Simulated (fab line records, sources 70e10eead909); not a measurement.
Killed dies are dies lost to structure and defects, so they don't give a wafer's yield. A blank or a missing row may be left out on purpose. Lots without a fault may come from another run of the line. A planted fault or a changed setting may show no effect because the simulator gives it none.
A struck lot beside a sound one | flow nand_harc | 15 steps out of a route of 1159
Sound: wafers L128.3, L128.5, L128.6. Struck: wafer L121.4. (L121.2, L121.3 of the same lot were not struck and are left out.) The cause comes at the end.
At each step with rows: each side's tool, then ch and its chambers, then its first start. Under that, the readings that differ: sound wafers | struck wafers | difference of the means | sigmas: that difference in standard deviations of wafers without a fault.
alike: readings whose means differ by less than 2 such deviations, and words and numbers that are the same on both sides. not compared: withheld readings, readings that some wafer has no value for, bounds like >300 that may hide the same value, and numbers for which the record gives no deviation and whose values overlap.
The two part at a step that has a row with sigmas, a row that says differs or no value, or rows on one side only. Numbers that don't overlap but have no deviation are shown without sigmas and don't part them. A reading that every wafer of one side lacks parts them only if that side has two wafers or more.

first, 7 steps without rows for these wafers: NHARC_A_CONTACT_COAT_62 (time 65 s); NHARC_A_CONTACT_COAT_63 (resist thk 90 nm); NHARC_A_CONTACT_SOFTBAKE_64 (time 55 s); NHARC_A_CONTACT_EBR_65; NHARC_A_CONTACT_EXPOSE_66 (exposes mask A CC 2); NHARC_A_CONTACT_PEB_67 (peb time 65 s); NHARC_A_CONTACT_DEVELOP_68 (develop time 35 s).
NHARC_A_CONTACT_CD_MEAS_69: target cd 200 nm.
  sound on cd_sem-01 ch 0, day 20 09:34; struck on cd_sem-03 ch 0, day 18 18:16
  reading    | sound             | struck | difference | sigmas
  cd_nm (nm) | 200.1 200.3 199.8 | 198.4  | -1.7       | -3
NHARC_A_CONTACT_OVL_MEAS_70:
  sound on overlay-02, day 20 09:39; struck on overlay-01, day 18 18:21
  alike: overlay_x_nm, overlay_y_nm
NHARC_A_CONTACT_INSPECT_71:
  sound on defect_inspect-01, day 20 09:41; struck on defect_inspect-01, day 18 18:23
  alike: raw_defect_count
NHARC_A_CONTACT_DESCUM_74: chemistry O2, time 3 s.
  sound on rie_diel-09 ch 1,2,3, day 20 09:46; struck on rie_diel-11 ch 2, day 18 18:27
  reading               | sound             | struck | difference | sigmas
  oes_product_au (a.u.) | 0.983 0.997 0.989 | 1.019  | +0.029     | +3
  alike: chamber_pressure_mTorr, drypump_motor_current_A, mfc_ar_sccm, rf_vpp_V, showerhead_plenum_p_Torr, throttle_valve_pct
  not compared: rf_hours_counter_h
NHARC_A_CONTACT_ETCH_75: etches the open film in CF4, target depth 39 nm, time 65 s.
  sound on rie_diel-09 ch 0,2,3, day 20 09:53; struck on rie_diel-11 ch 0, day 18 18:32
  reading            | sound         | struck | difference | sigmas
  mfc_ar_sccm (sccm) | 0 0.008 0.013 | 0.026  | +0.019     | +2
  alike: bias_w, chamber_pressure_mTorr, drypump_motor_current_A, oes_product_au, rf_vpp_V, run_length_s, showerhead_plenum_p_Torr, throttle_valve_pct
  not compared: rf_hours_counter_h
NHARC_A_CONTACT_ETCH_76: etches the open film in N2/H2, target depth 260 nm, time 475.3 s.
  sound on rie_diel-09 ch 0,3, day 20 09:59; struck on rie_diel-11 ch 1, day 18 18:38
  reading          | sound             | struck | difference | sigmas
  run_length_s (s) | 496.8 496.5 495.7 | 367.0  | -129.3     | -99 or more
  alike: chamber_pressure_mTorr, drypump_motor_current_A, mfc_ar_sccm, oes_product_au, rf_vpp_V, showerhead_plenum_p_Torr, throttle_valve_pct
  not compared: bias_w, rf_hours_counter_h
NHARC_A_CONTACT_ETCH_77: etches the open film in CF4/CHF3, target depth 72.6 nm, time 36.3 s.
  sound on rie_diel-09 ch 0,3; struck on rie_diel-11 ch 3
  alike: bias_w, chamber_pressure_mTorr, drypump_motor_current_A, mfc_ar_sccm, oes_product_au, rf_vpp_V, run_length_s, showerhead_plenum_p_Torr, throttle_valve_pct
  not compared: rf_hours_counter_h
-- the record jumps here: 3 days lie between the struck wafers' starts before and after (it left off in module A_CONTACT and takes up again in module END, whose first step shown is number 1159 of the route) --
NHARC_END_SORT_01:
  the record has rows for the struck wafers here (prober-02 ch 0, day 21 17:17) and none for the sound ones

WHERE THEY PART
First at NHARC_A_CONTACT_CD_MEAS_69; last, within this record, at NHARC_END_SORT_01.

WHY: what the simulator had put in
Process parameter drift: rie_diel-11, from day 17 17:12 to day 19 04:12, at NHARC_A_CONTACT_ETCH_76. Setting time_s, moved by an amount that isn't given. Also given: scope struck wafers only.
